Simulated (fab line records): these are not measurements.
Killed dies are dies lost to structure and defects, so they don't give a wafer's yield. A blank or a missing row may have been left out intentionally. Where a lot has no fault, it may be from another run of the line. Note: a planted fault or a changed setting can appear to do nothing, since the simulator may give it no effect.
fab line records	flow n5Finfet
[record] lots = 9	wafers = 27	lastDay = 17
route steps=1938 shown HKMG_FIN@387 BEOL_M4@1111 PASSIVATION@1936
lots untouched by any fault: they come from a run of this same line in which no faults occurred
startH: the number of hours between the record's first day and the start of the first shown wafer of the lot	waitH: time in hours since the lot's previous step	" identical to the entry in the row above	L1.1+2: a row that stands for several wafers	- no value, or no start was given	* or withheld: withheld	< > ~ a bound
route shown NAME@n: NAME is a module with steps in the file, n the number in the route of the first one	usual: average and standard deviation across the fault-free wafers	same: alike in all rows	chamber/n: place in a boat	sites: each site's reading	_std_site: how widely they spread, as a standard deviation	_edge_site: outer sites' mean less inner sites'	radiusMm: how far each site lies from the wafer's centre	mask NAME#n: copy n	behind: the tool/chamber that last shaped the wafer	hold: the reason the lot was held/the length of the hold in hours/how it ended	device: the transistor (n, p or np) that didn't switch	end of line: the same wafers' tests at the end of the route	where a step has no rows: the recipe by itself	killed: count of dies lost to structure and defects at first sort (not the wafer's yield)	map: the dies of a wafer, with x for killed, . for not killed, _ for no die there
set.NAME: the run value of the setting; set.NAME@STEP: its run value at that earlier step	model.NAME: the simulator's own value behind a step, which no gauge read
route steps across a sampled set of lots; one table per step, one row per wafer
services: from which hour (startH, from the record's first day; less than 0 if before it) a tool's chamber was out of use, for how many hours, and why
[[steps]]
[step N5_HKMG_FIN_HK_ANNEAL_02]
[recipe] tempC = 700	timeS = 30	ambient = N2	idleTempC = 600	rampUpCPerS = 150	rampDownCPerS = 60	coolToC = 600
[usual] lampPowerPct = 8.80/0.056	lamp_zone_4_pct = 8.794/0.01	lamp_zone_6_pct = 8.726/0.012	wafer_temp_C_max = 702.9/0.73
[same] timeS = 30
lot.wafer	tool	chamber	startH	waitH	lampPowerPct	lamp_zone_4_pct	lamp_zone_6_pct	wafer_temp_C_max
L205.1	rtpAnneal-01	0	82.84	0.3	8.85	8.798	8.715	702.3
L205.3	"	0	"	"	8.75	8.806	8.741	703.0
L205.6	"	0	"	"	8.79	8.786	8.723	702.9
L208.1	rtpAnneal-02	0	96.42	0.1	8.81	8.792	8.746	701.5
L208.2	"	0	"	"	8.85	8.803	8.715	702.1
L208.5	"	0	"	"	8.77	8.798	8.717	702.8
L209.2	rtpAnneal-02	0	103.90	0.2	8.84	8.787	8.730	703.6
L209.4	"	0	"	"	8.73	8.777	8.718	703.0
L209.6	"	0	"	"	8.88	8.782	8.737	702.4
L212.1	rtpAnneal-01	0	121.13	0.1	8.76	8.787	8.721	702.4
L212.2	"	0	"	"	8.87	8.804	8.731	701.5
L212.5	"	0	"	"	8.75	8.785	8.734	701.7
L214.1	rtpAnneal-02	0	132.76	0.1	8.72	8.785	8.717	703.7
L214.2	"	0	"	"	8.76	8.797	8.718	703.9
L214.3	"	0	"	"	8.80	8.777	8.730	703.3
L218.2	rtpAnneal-01	0	156.32	0.1	8.81	8.802	8.720	702.9
L218.3	"	0	"	"	8.79	8.808	8.758	702.1
L218.5	"	0	"	"	8.87	8.779	8.725	703.9
L224.3	rtpAnneal-01	0	195.62	0.3	8.84	8.794	8.702	704.0
L224.4	"	0	"	"	8.82	8.792	8.721	702.4
L224.5	"	0	"	"	8.90	8.805	8.730	702.0
L225.1	rtpAnneal-01	0	196.94	0.1	8.72	8.799	8.736	701.7
L225.2	"	0	"	"	8.73	8.812	8.716	702.6
L225.6	"	0	"	"	8.74	8.801	8.718	703.1
L227.1	rtpAnneal-01	0	208.21	0.1	8.88	8.802	8.721	702.8
L227.2	"	0	"	"	8.89	8.795	8.715	702.5
L227.5	"	0	"	"	8.87	8.790	8.726	702.6
[step N5_HKMG_FIN_STRIP_93]
[recipe] chemistry = N2/H2	material = SOC	timeS = 20	powerW = 500	tempC = 40	pressureMtorr = 50	rfFrequencyHz = 6e+07	biasPowerW = 8	h2Frac = 0.5	n2FlowSccm = 300	h2FlowSccm = 300
[usual] drypumpMotorCurrentA = 5.7/0.42	h2FlowSccm = 299.9/0.93	oesProductAu = 0.79/0.092	rfVppV = 54.0/0.86	showerheadPlenumPTorr = 3.32/0.094	throttleValvePct = 18.9/0.36
[same] timeS = 20
lot.wafer	tool	chamber	startH	waitH	drypumpMotorCurrentA	h2FlowSccm	oesProductAu	rfHoursCounterH	rfVppV	showerheadPlenumPTorr	throttleValvePct
L205.1	rieDiel-03	0	84.42	0.2	6.1	299.5	0.86	66	55.1	3.26	18.5
L205.3	"	2	"	"	6.2	299.2	0.78	133	53.5	3.25	19.3
L205.6	"	2	"	"	6.2	299.5	0.79	-	52.6	3.25	19.3
L208.1	rieDiel-05	3	98.22	0.2	5.2	300.5	0.69	239	52.6	3.31	19.4
L208.2	"	2	"	"	5.7	299.9	0.77	161	54.7	3.48	18.7
L208.5	"	0	"	"	5.7	299.8	0.75	-	54.8	3.34	18.8
L209.2	rieDiel-03	2	105.45	0.2	6.2	299.4	0.77	140	53.0	3.25	19.3
L209.4	"	1	"	"	5.3	302.1	0.67	245	54.1	3.45	19.7
L209.6	"	0	"	"	6.1	300.4	0.85	-	53.7	3.25	18.6
L212.1	rieDiel-03	0	122.70	0.2	6.1	300.8	0.84	80	53.8	3.25	18.6
L212.2	"	3	"	"	5.6	299.4	0.93	17	54.0	3.30	18.9
L212.5	"	2	"	"	6.1	301.0	0.77	-	53.2	3.24	19.3
L214.1	rieDiel-03	2	135.12	0.2	6.2	300.1	0.77	152	55.0	3.24	19.3
L214.2	"	3	"	"	5.6	299.6	0.92	23	52.9	3.29	18.9
L214.3	"	0	"	"	6.1	297.9	0.84	86	52.7	3.25	18.6
L218.2	rieDiel-03	0	157.87	0.2	6.1	300.1	0.82	96	54.1	3.24	18.6
L218.3	"	3	"	"	5.6	300.8	0.90	34	53.8	3.29	18.9
L218.5	"	2	"	"	6.1	299.8	0.75	-	52.7	3.24	19.4
L224.3	rieDiel-06	3	197.01	0.2	6.4	298.7	0.71	207	52.2	3.19	18.9
L224.4	"	0	"	"	5.1	300.7	0.68	243	54.5	3.44	19.3
L224.5	"	1	"	"	5.4	300.9	0.77	-	55.8	3.35	18.3
L225.1	rieDiel-05	3	198.55	0.2	5.2	299.4	0.90	23	55.0	3.29	19.1
L225.2	"	2	"	"	5.7	299.8	0.73	192	54.9	3.46	18.7
L225.6	"	3	"	"	5.2	300.0	0.90	-	52.4	3.29	19.1
L227.1	rieDiel-03	3	209.89	0.2	5.6	298.5	0.86	53	53.6	3.28	18.9
L227.2	"	1	"	"	5.3	301.7	0.93	20	55.5	3.43	19.3
L227.5	"	2	"	"	6.2	301.2	0.75	-	55.4	3.23	19.4
[step N5_HKMG_FIN_ALD_79]
[recipe] material = TiN	targetThkA = 15	tempC = 400	aldPrecursorFamily = TiCl4	aldCoReactant = NH3	pulseTimeS = 1	purgeTimeS = 3	coReactantPurgeTimeS = 2	coReactantPulseTimeS = 2	aldCycles = 68	pressureTorr = 3
[usual] aldCycles = 68/0	heaterPowerW = 882/76	precursorPulseHeightRel = 1.002/0.021
lot.wafer	tool	chamber	startH	waitH	aldCycles	heaterPowerW	precursorPulseHeightRel
L205.1	aldMetal-03	3	85.05	0.0	68	875	0.986
L205.3	"	1	"	"	68	933	0.977
L205.6	"	0	"	"	68	937	0.988
L208.1	aldMetal-03	0	98.90	0.1	68	931	1.015
L208.2	"	3	"	"	68	889	0.999
L208.5	"	3	"	"	68	904	0.942
L209.2	aldMetal-03	3	106.10	0.0	68	897	1.007
L209.4	"	2	"	"	68	986	0.994
L209.6	"	3	"	"	68	905	0.992
L212.1	aldMetal-03	3	123.34	0.0	68	892	0.991
L212.2	"	1	"	"	68	908	1.003
L212.5	"	1	"	"	68	937	1.019
L214.1	aldMetal-03	2	135.77	0.0	27	963	1.019
L214.2	"	0	"	"	27	953	0.994
L214.3	"	1	"	"	27	911	0.995
L218.2	aldMetal-03	1	158.51	0.0	27	921	0.991
L218.3	"	2	"	"	27	994	0.983
L218.5	"	1	"	"	27	900	1.012
L224.3	aldMetal-01	2	197.65	0.0	68	750	0.991
L224.4	"	1	"	"	68	922	0.974
L224.5	"	2	"	"	68	747	0.980
L225.1	aldMetal-02	2	199.19	0.0	68	816	0.992
L225.2	"	1	"	"	68	897	1.018
L225.6	"	0	"	"	68	845	1.038
L227.1	aldMetal-02	0	210.54	0.0	68	850	0.979
L227.2	"	1	"	"	68	878	1.007
L227.5	"	2	"	"	68	819	1.017
[step N5_HKMG_FIN_PWFM_ALD_03]
[recipe] material = TiN	targetThkA = 20	tempC = 400	aldPrecursorFamily = TiCl4	aldCoReactant = NH3	pulseTimeS = 1	purgeTimeS = 3	coReactantPurgeTimeS = 2	coReactantPulseTimeS = 2	aldCycles = 91	pressureTorr = 3
[usual] aldCycles = 91/0	heaterPowerW = 882/83	precursorPulseHeightRel = 0.999/0.018
lot.wafer	tool	chamber	startH	waitH	aldCycles	heaterPowerW	precursorPulseHeightRel
L205.1	aldMetal-02	1	86.13	0.0	91	892	0.984
L205.3	"	3	"	"	91	766	0.981
L205.6	"	3	"	"	91	774	0.997
L208.1	aldMetal-01	3	100.11	0.0	91	739	1.021
L208.2	"	1	"	"	91	915	0.988
L208.5	"	3	"	"	91	719	0.987
L209.2	aldMetal-03	0	107.17	0.0	91	971	0.979
L209.4	"	2	"	"	91	1005	0.978
L209.6	"	0	"	"	91	932	1.006
L212.1	aldMetal-01	3	124.42	0.0	91	722	0.986
L212.2	"	2	"	"	91	752	0.980
L212.5	"	2	"	"	91	753	1.025
L214.1	aldMetal-02	2	136.86	0.0	91	851	1.025
L214.2	"	1	"	"	91	880	0.987
L214.3	"	0	"	"	91	832	1.004
L218.2	aldMetal-03	1	159.59	0.0	91	921	0.992
L218.3	"	0	"	"	91	946	1.005
L218.5	"	3	"	"	91	864	0.945
L224.3	aldMetal-03	0	199.04	0.0	91	937	0.988
L224.4	"	1	"	"	91	911	0.995
L224.5	"	0	"	"	91	944	1.015
L225.1	aldMetal-03	3	200.27	0.0	91	894	1.002
L225.2	"	1	"	"	91	934	1.017
L225.6	"	2	"	"	91	991	0.997
L227.1	aldMetal-02	1	211.75	0.0	91	897	0.977
L227.2	"	0	"	"	91	842	0.999
L227.5	"	1	"	"	91	862	0.999
[step N5_BEOL_M4_RC_MEAS_101]
[usual] DIBL_N = 35.8/1.8	DIBL_P = 35.6/2	IOFF_N = 0.148/0.028	IOFF_P = 0.20/0.034	IOFF_P_85C = 3.5/0.49	IOFF_P_LIN = 0.096/0.014	IOFF_P_LONG = 0.000107/9.6e-06	ION_N = 672/12	ION_P = 462/8.5	SS_N = 71.2/0.65	SS_P = 73.1/0.67	VT_N = 251/3.3	VT_N_LONG = 274.5/2.4	VT_N_LVT = 100/3.3	VT_P = -251/3.8	VT_P_LONG = -275/3.6	VT_P_LVT = -100/3.3
lot.wafer	tool	chamber	startH	waitH	DIBL_N[mV/V]	DIBL_P[mV/V]	IOFF_N[nA/um]	IOFF_P[nA/um]	IOFF_P_85C[nA/um]	IOFF_P_LIN[nA/um]	IOFF_P_LONG[nA/um]	ION_N[uA/um]	ION_P[uA/um]	SS_N[mV/dec]	SS_P[mV/dec]	VT_N[mV]	VT_N_LONG[mV]	VT_N_LVT[mV]	VT_P[mV]	VT_P_LONG[mV]	VT_P_LVT[mV]
L205.1	prober-01	0	170.97	0.0	37.7	38.6	0.156	0.22	3.9	0.105	0.000101	647	451	72.1	73.9	252	274.4	101	-247	-276	-98
L205.3	"	0	"	"	36.9	36.7	0.151	0.20	3.6	0.100	0.000109	672	461	70.9	72.5	252	275.6	99	-248	-275	-98
L205.6	"	0	"	"	36.8	37.4	0.145	0.21	3.8	0.104	0.0001	674	464	70.4	73.5	250	274.4	100	-248	-275	-98
L209.2	prober-01	0	196.57	0.2	37.6	36.9	0.169	0.20	3.4	0.093	0.000102	693	465	71.9	73.8	245	272.7	95	-252	-276	-99
L209.4	"	0	"	"	37.9	37.5	0.162	0.22	3.7	0.100	0.000106	684	461	71.7	74.0	247	271.5	97	-249	-277	-98
L209.6	"	0	"	"	36.8	35.5	0.147	0.18	3.1	0.088	0.000108	675	462	71.4	72.9	251	272.8	99	-254	-276	-100
L208.1	prober-01	0	199.23	0.0	36.3	37.7	0.161	0.19	3.3	0.092	9.8e-05	686	464	71.5	72.9	250	274.2	97	-256	-278	-101
L208.2	"	0	"	"	35.4	38.2	0.152	0.20	3.4	0.094	9.7e-05	674	463	71.5	72.6	252	275.7	98	-254	-279	-101
L208.5	"	0	"	"	36.7	37.9	0.165	0.19	3.4	0.092	9.7e-05	671	461	71.0	73.1	250	276.5	98	-256	-279	-102
L212.1	prober-01	0	204.22	0.0	33.9	31.6	0.107	0.17	3.1	0.088	0.000115	652	459	70.5	72.6	255	275.9	105	-251	-274	-100
L212.2	"	0	"	"	36.2	35.5	0.157	0.23	3.9	0.108	0.000119	682	474	71.4	73.2	250	271.6	99	-246	-271	-97
L212.5	"	0	"	"	36.4	35.4	0.153	0.22	3.8	0.106	0.000115	667	462	71.6	73.1	250	274.2	100	-247	-273	-98
L214.1	prober-01	0	221.50	0.0	37.8	37.2	0.143	0.11	2.2	0.053	6.7e-05	660	427	71.8	74.4	259	284.7	107	-272	-298	-121
L214.2	"	0	"	"	34.7	34.1	0.094	0.09	1.8	0.047	6.6e-05	641	425	71.2	73.5	262	285.2	114	-271	-298	-125
L214.3	"	0	"	"	33.4	32.1	0.084	0.08	1.6	0.041	7.1e-05	646	422	70.1	72.7	262	282.8	116	-274	-294	-127
L218.2	prober-01	0	244.85	0.2	34.7	35.1	0.113	0.11	2.2	0.056	8.1e-05	657	437	71.5	73.3	258	281.7	108	-266	-287	-116
L218.3	"	0	"	"	34.4	34.5	0.114	0.11	2.2	0.056	8.1e-05	656	444	71.1	73.4	259	277.6	108	-269	-293	-115
L218.5	"	0	"	"	34.0	34.9	0.108	0.12	2.2	0.057	8.5e-05	657	435	70.3	72.9	256	281.2	107	-269	-288	-115
L224.3	prober-02	0	283.24	0.3	36.4	33.2	0.145	0.16	2.9	0.081	9.9e-05	671	454	71.8	73.0	253	276.3	98	-257	-279	-103
L224.4	"	0	"	"	39.3	36.0	0.208	0.19	3.4	0.092	9.9e-05	659	443	72.7	73.9	249	278.2	95	-253	-282	-100
L224.5	"	0	"	"	37.4	35.8	0.170	0.20	3.4	0.094	0.000101	685	459	71.3	73.8	249	276.2	95	-250	-280	-100
L225.1	prober-01	0	290.31	0.0	38.6	41.2	0.200	0.27	4.4	0.118	0.000105	678	464	72.5	74.2	245	273.8	96	-247	-273	-97
L225.2	"	0	"	"	37.8	39.5	0.181	0.24	4.0	0.107	0.0001	684	462	71.2	73.9	247	273.1	95	-249	-272	-99
L225.6	"	0	"	"	38.0	39.9	0.183	0.25	4.3	0.114	0.000105	682	472	72.0	74.1	250	272.8	96	-247	-275	-97
L227.1	prober-02	0	310.71	0.0	34.5	34.1	0.145	0.19	3.4	0.098	0.000107	673	471	70.7	72.4	249	272.6	99	-249	-271	-99
L227.2	"	0	"	"	35.1	35.6	0.163	0.21	3.7	0.107	0.000109	687	470	70.5	72.9	246	270.6	97	-247	-273	-97
L227.5	"	0	"	"	35.3	35.2	0.164	0.21	3.6	0.104	0.000109	692	469	70.9	72.9	247	274.1	97	-247	-274	-99
[step N5_PASSIVATION_PROBE_49]
[usual] defectLimitedYield = 91.3/1.5	killed_at_M0_to_M3 = 34/11	killed_at_M4_up = 14/6.1	killedAtContacts = 12/5.9	killedAtFrontEnd = 39/11	killedAtOther = 4/3.3	killedDies = 102/18	killedOpen = 67/13	killedShort = 33/7.9	sort_bin_5_function = 5.1/1	sort_bin_6_memory = 3.3/0.7	sort_bin_8_speed = 0.1/0.69	sortNPass = 1077/19	sortYieldPct = 91.3/1.6
[same] grossDies = 1180	killedAtBackSide = 0	sort_bin_4_leakage[%] = 0
lot.wafer	tool	chamber	startH	waitH	defectLimitedYield[%]	killed_at_M0_to_M3	killed_at_M4_up	killedAtContacts	killedAtFrontEnd	killedAtOther	killedDies	killedOpen	killedShort	sort_bin_5_function[%]	sort_bin_6_memory[%]	sort_bin_8_speed[%]	sortNPass	sortYieldPct[%]
L205.1	prober-01	-	264.82	0.0	93.3	24	11	7	31	6	79	49	29	3.7	2.7	0	1101	93.3
L205.3	prober-01	-	264.92	0.1	92.2	38	11	7	33	3	92	63	28	4.6	3.0	0	1088	92.2
L205.6	prober-01	-	265.07	0.3	90.6	55	8	3	39	6	111	67	40	5.8	3.1	0	1069	90.6
L209.2	prober-02	-	292.64	0.1	92.7	28	13	18	26	1	86	57	28	4.7	2.4	0	1094	92.7
L209.4	prober-02	-	292.74	0.2	90.5	34	16	9	52	1	112	77	34	6.0	3.4	0	1068	90.5
L209.6	prober-02	-	292.84	0.3	94.1	27	7	9	25	2	70	42	25	4.0	1.7	0	1110	94.1
L212.1	prober-01	-	306.55	0.0	91.0	38	11	12	41	4	106	70	36	5.0	3.8	0	1074	91.0
L208.1	prober-01	-	307.74	0.0	88.0	27	21	24	63	7	142	93	47	6.6	5.1	0	1038	88.0
L208.2	prober-01	-	307.79	0.1	91.0	38	10	13	40	5	106	59	45	5.3	3.1	0	1074	91.0
L208.5	prober-01	-	307.94	0.2	92.2	30	18	13	28	3	92	59	29	5.1	2.7	0	1088	92.2
L214.1	prober-02	-	320.05	0.0	93.1	19	10	8	40	4	81	50	27	3.8	2.6	14.0	934	79.2
L214.2	prober-02	-	320.10	0.1	92.3	19	17	14	40	1	91	67	20	4.3	3.2	38.1	640	54.2
L214.3	prober-02	-	320.15	0.1	91.3	26	28	11	35	3	103	71	32	5.6	3.0	45.8	536	45.4
L218.2	prober-01	-	343.66	0.1	89.9	39	17	20	34	9	119	85	32	5.4	4.4	10.3	940	79.7
L218.3	prober-01	-	343.71	0.1	90.4	44	22	13	28	6	113	83	27	6.3	3.1	0.8	1058	89.7
L218.5	prober-01	-	343.81	0.2	90.7	45	18	12	25	10	110	73	35	5.0	3.9	3.7	1026	86.9
L227.1	prober-01	-	404.19	0.0	90.3	35	14	13	53	0	115	86	27	6.0	3.7	0	1065	90.3
L227.2	prober-01	-	404.24	0.1	92.9	30	14	10	28	2	84	55	24	4.4	2.6	0	1096	92.9
L227.5	prober-01	-	404.39	0.2	90.8	41	5	9	52	1	108	65	41	5.0	3.8	0	1072	90.8
// killed by level:class
L205.1 BEOL_M1:geometricParticle:open=6 FIN_SAQP:geometricParticle:short=5 ILD0:geometricParticle:short=5 MOL_CONTACT_COAG:geometricParticle:open=5 BEOL_M2:geometricParticle:open=5 DUMMY_GATE:geometricParticle:open=4 BEOL_M0_SAQP:geometricParticle:short=4 BEOL_M4:geometricParticle:open=4
L205.3 BEOL_M1:geometricParticle:open=10 BEOL_M0_SAQP:geometricParticle:open=9 FIN_SAQP:geometricParticle:short=7 BEOL_M2:geometricParticle:open=7 GATE_CUT:geometricParticle:open=5 STI_FIN_REVEAL:geometricParticle:open=4 DUMMY_GATE:geometricParticle:open=4 MOL_CONTACT_COAG:geometricParticle:open=4
L205.6 BEOL_M1:geometricParticle:open=15 BEOL_M0_SAQP:geometricParticle:open=13 BEOL_M0_SAQP:geometricParticle:short=12 BEOL_M2:geometricParticle:open=10 FIN_SAQP:geometricParticle:short=6 DUMMY_GATE:geometricParticle:open=6 STI_FIN_REVEAL:geometricParticle:short=4 STARTING-WAFER:geometricParticle:short=4
L209.2 MOL_CONTACT_COAG:geometricParticle:open=13 BEOL_M4:geometricParticle:open=7 BEOL_M0_SAQP:geometricParticle:open=7 STI_FIN_REVEAL:geometricParticle:open=6 BEOL_M1:geometricParticle:open=6 MOL_CONTACT_COAG:geometricParticle:short=5 BEOL_M1:geometricParticle:short=5 BEOL_M0:geometricParticle:open=4
L209.4 FIN_SAQP:geometricParticle:open=14 BEOL_M0:geometricParticle:open=10 BEOL_M4:geometricParticle:open=8 BEOL_M0_SAQP:geometricParticle:open=7 FIN_SAQP:geometricParticle:short=6 STI_FIN_REVEAL:geometricParticle:open=6 MOL_CONTACT_COAG:geometricParticle:open=6 BEOL_M0_SAQP:geometricParticle:short=6
L209.6 MOL_CONTACT_COAG:geometricParticle:open=8 BEOL_M0_SAQP:geometricParticle:open=6 BEOL_M1:geometricParticle:open=6 BEOL_M3:geometricParticle:open=5 STARTING-WAFER:geometricParticle:short=4 BEOL_M0_SAQP:geometricParticle:short=4 STI_FIN_REVEAL:geometricParticle:open=3 GATE_CUT:geometricParticle:short=3
L212.1 MOL_CONTACT_COAG:geometricParticle:open=11 STI_FIN_REVEAL:geometricParticle:open=8 BEOL_M4:geometricParticle:open=8 FIN_SAQP:geometricParticle:short=7 BEOL_M0_SAQP:geometricParticle:short=7 BEOL_M2:geometricParticle:open=7 GATE_CUT:geometricParticle:short=6 BEOL_M3:geometricParticle:open=6
L208.1 MOL_CONTACT_COAG:geometricParticle:open=19 STI_FIN_REVEAL:geometricParticle:open=14 GATE_CUT:geometricParticle:open=10 FIN_SAQP:geometricParticle:open=9 GATE_CUT:geometricParticle:short=9 BEOL_M4:geometricParticle:short=9 BEOL_M4:geometricParticle:open=7 BEOL_M1:geometricParticle:open=7
L208.2 FIN_SAQP:geometricParticle:open=14 MOL_CONTACT_COAG:geometricParticle:open=12 BEOL_M3:geometricParticle:short=12 BEOL_M0_SAQP:geometricParticle:open=10 GATE_CUT:geometricParticle:short=8 FIN_SAQP:geometricParticle:short=7 BEOL_M0_SAQP:geometricParticle:short=6 BEOL_M3:geometricParticle:open=3
L208.5 MOL_CONTACT_COAG:geometricParticle:open=11 BEOL_M4:geometricParticle:open=11 BEOL_M0_SAQP:geometricParticle:open=9 BEOL_M3:geometricParticle:open=7 FIN_SAQP:geometricParticle:short=5 STARTING-WAFER:geometricParticle:short=5 FIN_SAQP:geometricParticle:open=4 STI_FIN_REVEAL:geometricParticle:open=4
L214.1 MOL_CONTACT_COAG:geometricParticle:open=8 STI_FIN_REVEAL:geometricParticle:open=7 FIN_SAQP:geometricParticle:short=6 BEOL_M4:geometricParticle:open=6 FIN_SAQP:geometricParticle:open=5 BEOL_M0_SAQP:geometricParticle:short=5 STARTING-WAFER:geometricParticle:open=5 BEOL_M2:geometricParticle:open=4
L214.2 MOL_CONTACT_COAG:geometricParticle:open=12 FIN_SAQP:geometricParticle:open=10 STI_FIN_REVEAL:geometricParticle:open=9 BEOL_M4:geometricParticle:open=6 BEOL_M0_SAQP:geometricParticle:open=5 FIN_SAQP:geometricParticle:short=4 DUMMY_GATE:geometricParticle:open=4 BEOL_M0_SAQP:geometricParticle:short=3
L214.3 BEOL_M4:geometricParticle:open=14 STI_FIN_REVEAL:geometricParticle:open=10 MOL_CONTACT_COAG:geometricParticle:open=9 BEOL_M0_SAQP:geometricParticle:short=6 FIN_SAQP:geometricParticle:open=5 BEOL_M4:geometricParticle:short=5 BEOL_M3:geometricParticle:open=5 FIN_SAQP:geometricParticle:short=4
L218.2 MOL_CONTACT_COAG:geometricParticle:open=16 BEOL_M3:geometricParticle:open=14 FIN_SAQP:geometricParticle:open=9 BEOL_M0_SAQP:geometricParticle:short=8 STI_FIN_REVEAL:geometricParticle:open=7 BEOL_M4:geometricParticle:open=7 BEOL_M0_SAQP:geometricParticle:open=6 DUMMY_GATE:geometricParticle:open=4
L218.3 BEOL_M3:geometricParticle:open=18 MOL_CONTACT_COAG:geometricParticle:open=8 BEOL_M0_SAQP:geometricParticle:open=8 FIN_SAQP:geometricParticle:open=7 STI_FIN_REVEAL:geometricParticle:open=7 BEOL_M4:geometricParticle:open=7 STARTING-WAFER:geometricParticle:short=6 MOL_CONTACT_COAG:geometricParticle:short=5
L218.5 BEOL_M0_SAQP:geometricParticle:open=14 BEOL_M4:geometricParticle:open=12 BEOL_M0_SAQP:geometricParticle:short=10 MOL_CONTACT_COAG:geometricParticle:open=9 BEOL_M3:geometricParticle:open=9 FIN_SAQP:geometricParticle:short=7 BEOL_M2:geometricParticle:open=6 GATE_CUT:geometricParticle:open=5
L227.1 STI_FIN_REVEAL:geometricParticle:open=21 BEOL_M3:geometricParticle:open=12 MOL_CONTACT_COAG:geometricParticle:open=11 ILD0:geometricParticle:short=8 BEOL_M1:geometricParticle:open=8 BEOL_M2:geometricParticle:open=6 FIN_SAQP:geometricParticle:open=5 BEOL_M0_SAQP:geometricParticle:open=5
L227.2 BEOL_M3:geometricParticle:open=11 STI_FIN_REVEAL:geometricParticle:open=9 MOL_CONTACT_COAG:geometricParticle:open=8 BEOL_M0_SAQP:geometricParticle:open=4 BEOL_M0_SAQP:geometricParticle:short=4 BEOL_M4:geometricParticle:open=4 FIN_SAQP:geometricParticle:open=3 FIN_SAQP:geometricParticle:short=3
L227.5 STI_FIN_REVEAL:geometricParticle:open=14 BEOL_M3:geometricParticle:open=11 FIN_SAQP:geometricParticle:short=8 GATE_CUT:geometricParticle:short=8 BEOL_M0_SAQP:geometricParticle:short=8 BEOL_M0_SAQP:geometricParticle:open=6 FIN_SAQP:geometricParticle:open=5 MOL_CONTACT_COAG:geometricParticle:open=5
[[services]]
tool	chamber	startH	hours	kind
rieDiel-03	3	60.97	-	clean
rieDiel-03	3	60.97	-	consumableReplace:focusRing
rieDiel-03	3	60.97	14.1	scheduledDown
rieDiel-03	3	60.97	14.1	ventCycle
rtpAnneal-02	-	61.30	4.6	pm
aldMetal-02	0	83.91	9.8	repair
aldMetal-02	1	93.60	30.1	repair
rieDiel-06	3	94.68	12.9	repair
aldMetal-02	3	97.60	3.6	repair
aldMetal-02	-	97.67	1.4	repair
rtpAnneal-02	-	106.03	1.2	pm
aldMetal-02	-	107.38	0.4	repair
rieDiel-03	1	121.14	-	clean
rieDiel-03	1	121.14	-	consumableReplace:focusRing
rieDiel-03	1	121.14	33.9	scheduledDown
rieDiel-03	1	121.14	33.9	ventCycle
rieDiel-05	3	128.67	-	clean
rieDiel-05	3	128.67	-	consumableReplace:focusRing
rieDiel-05	3	128.67	11.6	scheduledDown
rieDiel-05	3	128.67	11.6	ventCycle
aldMetal-03	0	149.94	1.9	repair
rieDiel-06	2	158.01	-	clean
rieDiel-05	2	169.34	16.3	repair
rieDiel-05	0	170.33	5.8	repair
[[key]]
[firstSign] step = N5_HKMG_FIN_ALD_79	reading = aldCycles	direction = down	sigmas = 99+	usual = *	struck = *
[effect] step = N5_BEOL_M4_RC_MEAS_101	reading = VT_P_LVT	direction = down	sigmas = 6	usual = -100	struck = -120
[effect] step = N5_BEOL_M4_RC_MEAS_101	reading = VT_P	direction = down	sigmas = 5.1	usual = -251	struck = -270
[effect] step = N5_BEOL_M4_RC_MEAS_101	reading = VT_P_LONG	direction = down	sigmas = 5	usual = -275	struck = -293
[effect] step = N5_BEOL_M4_RC_MEAS_101	reading = ION_P	direction = down	sigmas = 3.5	usual = 462	struck = 432
[effect] step = N5_BEOL_M4_RC_MEAS_101	reading = IOFF_P_LIN	direction = down	sigmas = 3.3	usual = 0.096	struck = 0.052
[effect] step = N5_BEOL_M4_RC_MEAS_101	reading = IOFF_P_LONG	direction = down	sigmas = 3.2	usual = 0.000107	struck = 7.5e-05
[effect] step = N5_BEOL_M4_RC_MEAS_101	reading = VT_N_LONG	direction = up	sigmas = 3.2	usual = 274.5	struck = 282.2
[effect] step = N5_BEOL_M4_RC_MEAS_101	reading = VT_N_LVT	direction = up	sigmas = 3.1	usual = 100	struck = 110
[effect] step = N5_BEOL_M4_RC_MEAS_101	reading = IOFF_P_85C	direction = down	sigmas = 3	usual = 3.5	struck = 2.0
[effect] step = N5_BEOL_M4_RC_MEAS_101	reading = IOFF_P	direction = down	sigmas = 2.8	usual = 0.20	struck = 0.11	wafersMoved = 5
[effect] step = N5_BEOL_M4_RC_MEAS_101	reading = VT_N	direction = up	sigmas = 2.4	usual = 251	struck = 259
[effect] step = N5_BEOL_M4_RC_MEAS_101	reading = ION_N	direction = down	sigmas = 1.6	usual = 672	struck = 653
[effect] step = N5_PASSIVATION_PROBE_49	reading = sort_bin_8_speed	direction = up	sigmas = 27	usual = 0.1	struck = 18.8	wafersMoved = 5
metAt N5_HKMG_FIN_ALD_79
struckLots L214,L218
notActingAt N5_HKMG_FIN_HK_ANNEAL_02,N5_HKMG_FIN_STRIP_93,N5_HKMG_FIN_PWFM_ALD_03
onsetBetween 123.34 135.77
[fault] kind = processParameterDrift	tool = aldMetal-03	chamber = -	onsetH = 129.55	steps = N5_HKMG_FIN_ALD_79	channel = aldCycles	offset = *	shape = step	endH = 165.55	actsIn = *	stated = *
